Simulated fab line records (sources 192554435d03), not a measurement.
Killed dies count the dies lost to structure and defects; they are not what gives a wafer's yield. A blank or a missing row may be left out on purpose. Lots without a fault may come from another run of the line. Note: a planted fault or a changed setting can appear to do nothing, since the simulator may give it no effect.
Chamber matching    flow n5 finfet    uv cure-03 running N5_BEOL_M10_CURE_71: 3 sister chambers
The step cures SiCOH lowk, time 240 s. 3 wafers are shown with their chamber, then 9 later ones without.

WAFERS WITH THEIR CHAMBER
wafer   chamber  wafer_temp_C_max
L078.6  0        387.4
L081.6  1        385.8
L084.6  2        386.5

WAFERS MISSING THEIR CHAMBER
wafer   wafer_temp_C_max
L090.1  386.4
L090.2  386.7
L090.5  386.9
L092.1  387.6
L092.2  387.4
L092.6  387.5
L093.3  386.9
L093.5  386.9
L093.6  387.4

EACH ONE'S CHAMBER
wafer    from the rows above       in truth
L090.1   can't be placed: 2 or 1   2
L090.2   can't be placed: 2 or 0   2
L090.5   can't be placed: 2 or 0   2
L092.1   0                         0
L092.2   0                         0
L092.6   0                         0
L093.3   can't be placed: 2 or 0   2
L093.5   can't be placed: 2 or 0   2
L093.6   0                         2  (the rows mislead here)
3 of 9 placed correctly. Unplaceable from these rows: 5, with the true chamber sitting among the candidates in 5. 1 placed wrongly.
How it was worked out, from the rows above alone: a wafer's distance from a chamber is the root of the sum, over the readings, of the square of ((its reading less the chamber's mean) divided by the reading's scatter). The wafer belongs to the nearest chamber; if the next one is less than 2 further off, it can't be placed. The mean given for a chamber averages the wafers shown for that chamber. The scatter: root of mean squared gap, hidden wafer to nearest shown wafer, with one shown wafer a chamber.
